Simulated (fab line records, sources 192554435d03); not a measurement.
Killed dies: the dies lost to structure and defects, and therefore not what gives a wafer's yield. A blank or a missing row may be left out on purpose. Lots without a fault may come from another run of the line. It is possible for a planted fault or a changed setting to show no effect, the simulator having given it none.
A struck lot beside a sound one | flow n5-finfet | 36 steps out of a route of 1938
Sound: wafers L537.2, L537.5, L537.6. Struck: wafers L551.4, L551.6 (left out: L551.2, a lot-mate that was not struck); the cause follows at the end.
Per side, at each step with rows, come the tool, then ch with its chambers, and then its first start. Under that, the readings that differ: sound wafers | struck wafers | difference of the means | sigmas: that difference in standard deviations of wafers without a fault.
alike: readings whose means differ by less than 2 such deviations, and words and numbers that are the same on both sides. not compared: withheld readings, readings that some wafer has no value for, bounds like >300 that may hide the same value, and numbers for which the record gives no deviation and whose values overlap.
A row with sigmas, a row that says differs or no value, or rows on one side alone: a step with any of these is where the two part. Numbers that don't overlap but have no deviation are shown without sigmas and don't part them. Lack of a reading on every wafer of one side parts them only where that side has two or more wafers.

first, 9 steps without rows for these wafers: N5_BEOL_M11_ALD_74 (deposits TaN, target thk 2 nm, pulse time 2 s, purge time 3 s); N5_BEOL_M11_SURFACE_TREAT_76; N5_BEOL_M11_CVD_75 (deposits Co from CCTBA/H2, target thk 2 nm, time 138.9 s); N5_BEOL_M11_SPUTTER_48 (material Cu, target thk 12 nm, time 2 s); N5_BEOL_M11_ECD_50 (material Cu, target thk 318 nm); N5_BEOL_M11_ANNEAL_51 (time 90 s); N5_BEOL_M11_CMP_52 (polishes, stops on SiCOH lowk, t overpolish 7 s, target thk 140 nm); N5_BEOL_M11_PRE_CLEAN_55 (time 15 s); N5_BEOL_M11_DEP_56 (deposits SiCN from 3MS/NH3, target thk 30 nm, time 10.5 s).
N5_BEOL_M12_ILD_DEP_00: deposits SiOC from DEMS/O2, target thk 658.92 nm, time 130.7 s.
  sound on pecvd-03 ch 0,1,2, day 10 14:44; struck on pecvd-03 ch 1,2, day 14 07:39
  reading                                       | sound             | struck    | difference | sigmas
  model.SiOC_of_BEOL_M12_ILD_DEP_00.thk-nm (nm) | 643.4 668.8 652.4 | 700 701.6 | +46        |
  alike: heater-power-w, showerhead-plenum-p-Torr, throttle-valve-pct
N5_BEOL_M12_THK_MEAS_01:
  sound on film-metro-01 at day 10 14:52; struck on film-metro-02 at day 14 07:47
  reading          | sound       | struck  | difference | sigmas
  M12_ILD_THK (nm) | 644 669 653 | 700 701 | +45        | +5
then, 10 steps without rows for these wafers: N5_BEOL_M12_COAT_58 (time 60 s, resist thk 89 nm); N5_BEOL_M12_COAT_04 (resist thk 400 nm); N5_BEOL_M12_EBR_06; N5_BEOL_M12_SOFTBAKE_05 (time 60 s); N5_BEOL_M12_EXPOSE_07 (exposes mask V11); N5_BEOL_M12_PEB_08 (peb time 90 s); N5_BEOL_M12_DEVELOP_09 (develop time 45 s); N5_BEOL_M12_HARDBAKE_14 (time 120 s); N5_BEOL_M12_DESCUM_15 (chemistry O2, time 7.9 s); N5_BEOL_M12_ETCH_59 (etches BARC in N2/H2, target depth 89 nm, overetch 26.7 nm, time 67.9 s).
N5_BEOL_M12_VIA_ETCH_16: etches SiOC in C4F8/O2/Ar, target depth 724.8 nm.
  sound on rie-diel-04 ch 0,1,3, day 10 15:25; struck on rie-diel-03 ch 1,2, day 14 09:25
  reading                                    | sound             | struck    | difference | sigmas
  model.etch.depth-nm (nm)                   | 643.4 668.7 652.4 | 700 701.5 | +46        |
  model.coat_of_BEOL_M12_COAT_04.thk-nm (nm) | 127.8 119 124     | 109.4 111 | -13.4      |
  alike: drypump-motor-current-A, oes-product-au, rf-vpp-V, showerhead-plenum-p-Torr, throttle-valve-pct
N5_BEOL_M12_STRIP_63: strips in N2/H2.
  sound on plasma-asher-02 ch 0,1, day 10 15:37; struck on plasma-asher-02 ch 0,1, day 14 09:43
  reading                      | sound          | struck    | difference | sigmas
  strip-time-to-endpoint-s (s) | 43.8 41.4 42.8 | 38.8 39.2 | -3.7       | -4
  alike: drypump-motor-current-A, heater-power-w, oes-product-au
  not compared: rf-hours-counter-h
then, 12 steps without rows for these wafers: N5_BEOL_M12_STRIP_64 (strips in N2/H2); N5_BEOL_M12_STRIP_71 (strips in post etch residue remover, time 60 s); N5_BEOL_M12_SRD_72 (time 30 s, dry time 30 s); N5_BEOL_M12_COAT_65 (time 60 s, resist thk 300 nm); N5_BEOL_M12_COAT_66 (time 60 s, resist thk 110 nm); N5_BEOL_M12_COAT_22 (resist thk 300 nm); N5_BEOL_M12_EBR_24; N5_BEOL_M12_SOFTBAKE_23 (time 60 s); N5_BEOL_M12_EXPOSE_25 (exposes mask M12); N5_BEOL_M12_PEB_26 (peb time 90 s); N5_BEOL_M12_DEVELOP_27 (develop time 45 s); N5_BEOL_M12_HARDBAKE_32 (time 120 s).
N5_BEOL_M12_CMP_49: polishes, stops on SiOC, t overpolish 20.6 s, target thk 320 nm.
  sound on cmp-04 ch 0,1,3, day 10 21:46; struck on cmp-04 ch 1,3, day 14 15:25
  reading                                       | sound             | struck      | difference | sigmas
  model.SiOC_of_BEOL_M12_ILD_DEP_00.thk-nm (nm) | 583.6 610.2 592.4 | 641.8 642.2 | +46.6      |
  alike: motor-current-A, platen-rpm

## WHERE THEY PART
At N5_BEOL_M12_THK_MEAS_01 first; at N5_BEOL_M12_STRIP_63 last (within this record only). Later steps at which nothing parts them and some readings are alike: N5_BEOL_M12_CMP_49.

WHY: what the simulator had put in
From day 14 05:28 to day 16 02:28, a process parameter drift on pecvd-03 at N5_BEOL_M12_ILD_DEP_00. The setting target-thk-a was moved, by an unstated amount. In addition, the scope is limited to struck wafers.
